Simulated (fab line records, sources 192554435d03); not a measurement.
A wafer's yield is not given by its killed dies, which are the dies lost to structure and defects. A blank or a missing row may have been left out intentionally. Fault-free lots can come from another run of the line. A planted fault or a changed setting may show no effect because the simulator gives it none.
The tool behind it: which one? :: flow n5 finfet :: 10 lots with 27 wafers sampled at 4 steps, on a route of 1938 steps

## WHAT THE GAUGES SHOWED, per wafer
N5_BEOL_M4_RC_MEAS_101. Usual: DIBL_N 36.5 mV/V, standard deviation 2; DIBL_P 36.5 mV/V, standard deviation 2.3; IOFF_N 0.16 nA/um, standard deviation 0.036; IOFF_P 0.21 nA/um, standard deviation 0.037; ION_N 672 uA/um, standard deviation 12; ION_P 459 uA/um, standard deviation 7.1; SS_N 71.6 mV/dec, standard deviation 0.73; SS_P 73.4 mV/dec, standard deviation 0.76; VT_N 250 mV, standard deviation 3.3; VT_P -250.5 mV, standard deviation 2.9.
lot: L732
measured: day 8 23:19
on: prober-02
DIBL_N (mV/V): 37.5 39.7 38.2
DIBL_P (mV/V): 37.7 40.1 38.4
IOFF_N (nA/um): 0.16 0.20 0.17
IOFF_P (nA/um): 0.22 0.25 0.23
ION_N (uA/um): 672 676 673
ION_P (uA/um): 459 464 461
SS_N (mV/dec): 71.8 72.6 72.1
SS_P (mV/dec): 74.5 74.9 74.8
VT_N (mV): 248 248 250
VT_P (mV): -247.8 -246.5 -249.2
flag: 

lot: L733
measured: day 8 18:32
on: prober-01
DIBL_N (mV/V): 36.6 36.1 38.4
DIBL_P (mV/V): 33.7 33.6 36.9
IOFF_N (nA/um): 0.13 0.13 0.17
IOFF_P (nA/um): 0.17 0.18 0.22
ION_N (uA/um): 661 668 687
ION_P (uA/um): 458 455 471
SS_N (mV/dec): 71.9 70.7 72.0
SS_P (mV/dec): 72.1 72.0 73.1
VT_N (mV): 251 251 245
VT_P (mV): -253.6 -250.0 -247.1
flag: 

lot: L734
measured: day 8 21:33
on: prober-02
DIBL_N (mV/V): 36.7 34.8 35.7
DIBL_P (mV/V): 36.7 35.0 36.1
IOFF_N (nA/um): 0.18 0.14 0.16
IOFF_P (nA/um): 0.21 0.19 0.20
ION_N (uA/um): 680 679 670
ION_P (uA/um): 458 463 464
SS_N (mV/dec): 71.9 71.4 71.3
SS_P (mV/dec): 73.9 73.4 73.5
VT_N (mV): 246 251 249
VT_P (mV): -251.4 -252.9 -251.7
flag: 

lot: L735
measured: day 9 07:25
on: prober-01
DIBL_N (mV/V): 40.0 40.9 35.9
DIBL_P (mV/V): 39.5 41.1 34.9
IOFF_N (nA/um): 0.23 0.25 0.14
IOFF_P (nA/um): 0.28 0.32 0.19
ION_N (uA/um): 695 679 657
ION_P (uA/um): 472 457 451
SS_N (mV/dec): 72.2 72.4 71.0
SS_P (mV/dec): 74.4 74.7 73.1
VT_N (mV): 246 245 251
VT_P (mV): -246.4 -248.5 -251.8
flag: 

lot: L738
measured: day 10 07:19
on: prober-01
DIBL_N (mV/V): 36.5 38.1 37.2
DIBL_P (mV/V): 35.9 39.1 37.3
IOFF_N (nA/um): 0.14 0.18 0.16
IOFF_P (nA/um): 0.19 0.24 0.21
ION_N (uA/um): 661 683 671
ION_P (uA/um): 453 469 459
SS_N (mV/dec): 72.5 72.6 72.4
SS_P (mV/dec): 72.6 73.7 73.2
VT_N (mV): 251 249 249
VT_P (mV): -252.4 -247.1 -249.2
flag: 

lot: L741
measured: day 10 13:52
on: prober-01
DIBL_N (mV/V): 34.3 33.8 31.9
DIBL_P (mV/V): 35.4 33.2 32.0
IOFF_N (nA/um): 0.13 0.11 0.10
IOFF_P (nA/um): 0.20 0.16 0.16
ION_N (uA/um): 664 630 658
ION_P (uA/um): 462 439 459
SS_N (mV/dec): 71.3 72.2 71.1
SS_P (mV/dec): 72.5 72.7 72.3
VT_N (mV): 253 259 255
VT_P (mV): -249.4 -255.7 -251.8
flag: 

lot: L744
measured: day 11 19:24
on: prober-01
DIBL_N (mV/V): 36.3
DIBL_P (mV/V): 36.2
IOFF_N (nA/um): 0.16
IOFF_P (nA/um): 0.20
ION_N (uA/um): 663
ION_P (uA/um): 448
SS_N (mV/dec): 71.8
SS_P (mV/dec): 73.1
VT_N (mV): 250
VT_P (mV): -252.3
flag: 

lot: L745
measured: day 11 17:46
on: prober-02
DIBL_N (mV/V): 38.6 36.4 38.8
DIBL_P (mV/V): 38.0 35.2 38.0
IOFF_N (nA/um): 0.19 0.14 0.18
IOFF_P (nA/um): 0.24 0.18 0.23
ION_N (uA/um): 666 649 664
ION_P (uA/um): 449 452 457
SS_N (mV/dec): 72.4 72.4 72.6
SS_P (mV/dec): 73.0 72.6 73.2
VT_N (mV): 248 254 253
VT_P (mV): -249.1 -252.1 -249.6
flag: 

N5_PASSIVATION_CD_MEAS_44: target cd 40000 nm. Usual: cd nm at 39999 nm, with a standard deviation of 4.1.
lot: L732
measured: day 13 17:44
on: cd sem-03
cd nm (nm): 39996 39989 39989
flag: 

lot: L733
measured: day 13 14:23
on: cd sem-02
cd nm (nm): 40000 40004 39995
flag: 

lot: L734
measured: day 14 06:16
on: cd sem-03
cd nm (nm): 40007 40008 40002
flag: 

lot: L735
measured: day 14 01:21
on: cd sem-03
cd nm (nm): 40004 39996 40001
flag: 

lot: L738
measured: day 15 01:23
on: cd sem-02
cd nm (nm): 39992 40003 39992
flag: 

lot: L741
measured: day 15 04:26
on: cd sem-03
cd nm (nm): 39998 39995 40003
flag: 

lot: L744
measured: day 16 09:50
on: cd sem-03
cd nm (nm): 40000
flag: 

lot: L745
measured: day 16 15:13
on: cd sem-01
cd nm (nm): 40003 39995 40002
flag: 

## TOOL THAT RAN EACH LOT (tool first, then ch and the chambers of the sampled wafers, then the start)
lot: L732
N5_FIN_CUT_ETCH_21: rie diel-02 ch 0,1,2, day 2 09:56
N5_PASSIVATION_ETCH_15: rie diel-03 ch 0,1,2, day 13 17:44 or earlier

lot: L733
N5_FIN_CUT_ETCH_21: rie diel-02 ch 0,1, day 2 15:42
N5_PASSIVATION_ETCH_15: rie diel-03 ch 1,2,3, day 13 14:23 or earlier

lot: L734
N5_FIN_CUT_ETCH_21: rie diel-04 ch 0,3, day 2 20:51
N5_PASSIVATION_ETCH_15: rie diel-02 ch 0,3, day 14 06:16 or earlier

lot: L735
N5_FIN_CUT_ETCH_21: rie diel-04 ch 0,1,3, day 3 03:49
N5_PASSIVATION_ETCH_15: rie diel-03 ch 0,1, day 14 01:21 or earlier

lot: L738
N5_FIN_CUT_ETCH_21: rie diel-02 ch 2,3, day 3 22:06
N5_PASSIVATION_ETCH_15: rie diel-02 ch 0,2,3, day 15 01:23 or earlier

lot: L741
N5_FIN_CUT_ETCH_21: rie diel-02 ch 1,2,3, day 4 15:50
N5_PASSIVATION_ETCH_15: rie diel-02 ch 0,2,3, day 15 04:26 or earlier

lot: L742
N5_FIN_CUT_ETCH_21: rie diel-02 ch 0,1, day 4 21:28
N5_PASSIVATION_ETCH_15: -

lot: L743
N5_FIN_CUT_ETCH_21: rie diel-02 ch 0,2, day 5 04:31
N5_PASSIVATION_ETCH_15: -

lot: L744
N5_FIN_CUT_ETCH_21: rie diel-02 ch 0,2, day 5 11:10
N5_PASSIVATION_ETCH_15: rie diel-04 ch 0, day 16 09:50 or earlier

lot: L745
N5_FIN_CUT_ETCH_21: rie diel-04 ch 0,2, day 5 16:19
N5_PASSIVATION_ETCH_15: rie diel-03 ch 0,2, day 16 15:13 or earlier
- N5_FIN_CUT_ETCH_21: etches SOC in N2/H2, target depth 219 nm, overetch 43.8 nm, time 523.5 s.
- N5_PASSIVATION_ETCH_15: etches SiCN in CF4/N2, target depth 75 nm, time 81.2 s.

## AS READ BY THE TOOLS THEMSELVES (means over the sampled wafers that have a number; for cases with no such wafer, the mark the record gives instead)
N5_FIN_CUT_ETCH_21. Usual: drypump motor current A 5.8 A, standard deviation 0.62; oes product au 0.70 a.u., standard deviation 0.06; rf vpp V 240.8 V, standard deviation 1.4; showerhead plenum p Torr 2.55 Torr, standard deviation 0.087; throttle valve pct 17.8 %, standard deviation 0.36.
lot: L732
tool: rie diel-02
drypump motor current A (A): 5.7
oes product au (a.u.): 0.68
rf vpp V (V): 242.3
showerhead plenum p Torr (Torr): 2.64
throttle valve pct (%): 18.1
flag: 

lot: L733
tool: rie diel-02
drypump motor current A (A): 6.3
oes product au (a.u.): 0.68
rf vpp V (V): 242.7
showerhead plenum p Torr (Torr): 2.66
throttle valve pct (%): 18.1
flag: 

lot: L734
tool: rie diel-04
drypump motor current A (A): 6.0
oes product au (a.u.): 0.71
rf vpp V (V): 239.0
showerhead plenum p Torr (Torr): 2.43
throttle valve pct (%): 17.8
flag: 

lot: L735
tool: rie diel-04
drypump motor current A (A): 5.8
oes product au (a.u.): 0.74
rf vpp V (V): 239.4
showerhead plenum p Torr (Torr): 2.46
throttle valve pct (%): 17.7
flag: 

lot: L738
tool: rie diel-02
drypump motor current A (A): 6.0
oes product au (a.u.): 0.79
rf vpp V (V): 240.8
showerhead plenum p Torr (Torr): 2.52
throttle valve pct (%): 17.5
flag: 

lot: L741
tool: rie diel-02
drypump motor current A (A): 5.9
oes product au (a.u.): 0.71
rf vpp V (V): 241.1
showerhead plenum p Torr (Torr): 2.58
throttle valve pct (%): 17.7
flag: 

lot: L742
tool: rie diel-02
drypump motor current A (A): 6.2
oes product au (a.u.): 0.64
rf vpp V (V): 242.2
showerhead plenum p Torr (Torr): 2.65
throttle valve pct (%): 18.2
flag: 

lot: L743
tool: rie diel-02
drypump motor current A (A): 5.2
oes product au (a.u.): 0.62
rf vpp V (V): 241.4
showerhead plenum p Torr (Torr): 2.62
throttle valve pct (%): 18.2
flag: 

lot: L744
tool: rie diel-02
drypump motor current A (A): 5.2
oes product au (a.u.): 0.63
rf vpp V (V): 241.6
showerhead plenum p Torr (Torr): 2.62
throttle valve pct (%): 18.2
flag: 

lot: L745
tool: rie diel-04
drypump motor current A (A): 5.7
oes product au (a.u.): 0.71
rf vpp V (V): 239.2
showerhead plenum p Torr (Torr): 2.43
throttle valve pct (%): 17.7
flag: 

N5_PASSIVATION_ETCH_15. Usual: drypump motor current A 5.7 A, standard deviation 0.59; oes product au 0.82 a.u., standard deviation 0.094; rf vpp V 381.6 V, standard deviation 1.8; showerhead plenum p Torr 2.18 Torr, standard deviation 0.068; throttle valve pct 15.29 %, standard deviation 0.23.
lot: L732
tool: rie diel-03
drypump motor current A (A): 5.7
oes product au (a.u.): 0.86
rf vpp V (V): 383.0
showerhead plenum p Torr (Torr): 2.20
throttle valve pct (%): 15.31
flag: 

lot: L733
tool: rie diel-03
drypump motor current A (A): 5.9
oes product au (a.u.): 0.80
rf vpp V (V): 382.6
showerhead plenum p Torr (Torr): 2.21
throttle valve pct (%): 15.28
flag: 

lot: L734
tool: rie diel-02
drypump motor current A (A): 6.3
oes product au (a.u.): 0.86
rf vpp V (V): 381.8
showerhead plenum p Torr (Torr): 2.18
throttle valve pct (%): 15.26
flag: 

lot: L735
tool: rie diel-03
drypump motor current A (A): 5.9
oes product au (a.u.): 0.93
rf vpp V (V): 382.3
showerhead plenum p Torr (Torr): 2.23
throttle valve pct (%): 15.02
flag: 

lot: L738
tool: rie diel-02
drypump motor current A (A): 5.6
oes product au (a.u.): 0.87
rf vpp V (V): 382.1
showerhead plenum p Torr (Torr): 2.22
throttle valve pct (%): 15.36
flag: 

lot: L741
tool: rie diel-02
drypump motor current A (A): 5.7
oes product au (a.u.): 0.87
rf vpp V (V): 383.3
showerhead plenum p Torr (Torr): 2.22
throttle valve pct (%): 15.36
flag: 

lot: L744
tool: rie diel-04
drypump motor current A (A): 5.9
oes product au (a.u.): 0.71
rf vpp V (V): 377.8
showerhead plenum p Torr (Torr): 2.02
throttle valve pct (%): 15.53
flag: 

lot: L745
tool: rie diel-03
drypump motor current A (A): 5.3
oes product au (a.u.): 0.93
rf vpp V (V): 381.4
showerhead plenum p Torr (Torr): 2.17
throttle valve pct (%): 15.35
flag: 

## THE ANSWER, worked out from the rows above alone
Rule: a lot is off if the mean of its wafers that have a number lies more than 3 standard deviations from the usual mean. A lot without any number at a reading at which 4 lots or more have one is off too. The other lots that the step has rows for count as sound. The gauges are gone through in route order, then the tools' own readings, and for those a lot's mean is taken as printed above. At the first step where some lot is off, the reading lying furthest off is the one used; lots without a number count as furthest.
No lot is off on any of the readings shown, so nothing can be concluded from this.

## WHAT WAS PUT IN BY THE SIMULATOR
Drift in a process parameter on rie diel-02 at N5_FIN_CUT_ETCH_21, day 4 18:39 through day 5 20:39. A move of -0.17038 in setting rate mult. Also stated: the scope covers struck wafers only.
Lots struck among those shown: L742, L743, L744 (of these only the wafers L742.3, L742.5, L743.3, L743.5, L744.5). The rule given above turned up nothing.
